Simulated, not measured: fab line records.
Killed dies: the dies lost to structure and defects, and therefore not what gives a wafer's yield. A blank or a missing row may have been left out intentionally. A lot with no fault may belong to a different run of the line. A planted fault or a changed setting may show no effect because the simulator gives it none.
Code-filled problem report in 8D (eight disciplines) form    flow n5 finfet    the parts of the form that need people (team, actions taken, sign-off) are left out

== 1. WHAT IS WRONG ==
At N5_DUMMY_GATE_CVD_03, susceptor temp C averages 542.51 C over 12 wafers from 4 lots, while fault-free wafers read 530.01 C, standard deviation 0.26. Relative to the usual mean, that is a shift of +48 standard deviations.
The step: deposits a-Si from SiH4, target thk 150 nm, time 8042 s.
First seen on wafer L564.2, day 5 19:53, on lpcvd-01. The record has a number at this step for 26 wafers belonging to 9 lots. The rule behind "out" and "out of limits": a value lying over 4 standard deviations away from the usual mean. All remaining wafers that have a number are taken as sound.

== 2. WHAT IT IS, AND WHAT IT ISN'T ==
question                     is                                                                                                          is not
which readings at this step  susceptor temp C, spike tc bottom C, spike tc centre C, spike tc lower C, spike tc top C, spike tc upper C  zone power upper pct
which lots                   L564, L565, L566, L567                                                                                      L551, L552, L556, L558, L562
which wafers of those lots   all that have a number                                                                                      -
read on which tools          lpcvd-01                                                                                                    lpcvd-02
when                         from day 5 19:53                                                                                            up to then (14 sound wafers)

== 3. THE SUSPECTS, EACH WITH WHAT RULES IT OUT ==
Counting: a tool at a process step up to the reading stays a suspect if it ran every lot that is out and no sound lot after the first of them.
- lpcvd-01 at N5_DUMMY_GATE_CVD_03 (deposits a-Si from SiH4, target thk 150 nm, time 8042 s): kept. It ran every lot that is out, first L564 (day 5 19:53), and no sound lot after that; its last sound lot up to then is L558 (day 4 09:07). Its own spike tc bottom C, spike tc centre C, spike tc lower C, spike tc top C, spike tc upper C, susceptor temp C readings are out on those wafers.
Left after counting: lpcvd-01 at N5_DUMMY_GATE_CVD_03.

== 4. THE CAUSE (what the simulator had put in) ==
Process parameter drift: lpcvd-01, from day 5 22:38 on, at N5_DUMMY_GATE_CVD_03. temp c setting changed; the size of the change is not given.
After counting, this tool was the only one left.

== 5. THE CHAIN OF EFFECTS, in route order ==
Each row: a reading where the mean over the struck wafers with a number is more than 3 standard deviations away from the usual. Scope: only readings with a usual standard deviation given in the record; hours: median across lots of the time from each lot's start at the first step in this table that gives one to its start at this step; sigmas: change in usual standard deviations.
hours  step                  reading             usual     on struck wafers  change  sigmas
0      N5_DUMMY_GATE_CVD_03  spike tc bottom C   550.4 C   563.5             +13.1   +5.5
0      N5_DUMMY_GATE_CVD_03  spike tc centre C   530.2 C   542.9             +12.7   +21
0      N5_DUMMY_GATE_CVD_03  spike tc lower C    530.3 C   543.2             +13.0   +15
0      N5_DUMMY_GATE_CVD_03  spike tc top C      553.5 C   565.4             +11.9   +29
0      N5_DUMMY_GATE_CVD_03  spike tc upper C    529.1 C   541.7             +12.6   +20
0      N5_DUMMY_GATE_CVD_03  susceptor temp C    530.01 C  542.51            +12.50  +48
4      N5_DUMMY_GATE_CMP_04  time to endpoint s  15.1 s    26.4              +11.3   +3.9
The process steps in it:
- N5_DUMMY_GATE_CVD_03: deposits a-Si from SiH4, target thk 150 nm, time 8042 s.
- N5_DUMMY_GATE_CMP_04: polishes a-Si.
Later measuring or inspecting steps at which every struck wafer that the step has a row for has a number for every such reading, and none has moved that far: N5_BEOL_M4_RC_MEAS_101.

== 6. WHAT WOULD HAVE CAUGHT IT SOONER ==
In this record the first reading out of limits was taken at day 5 19:53.
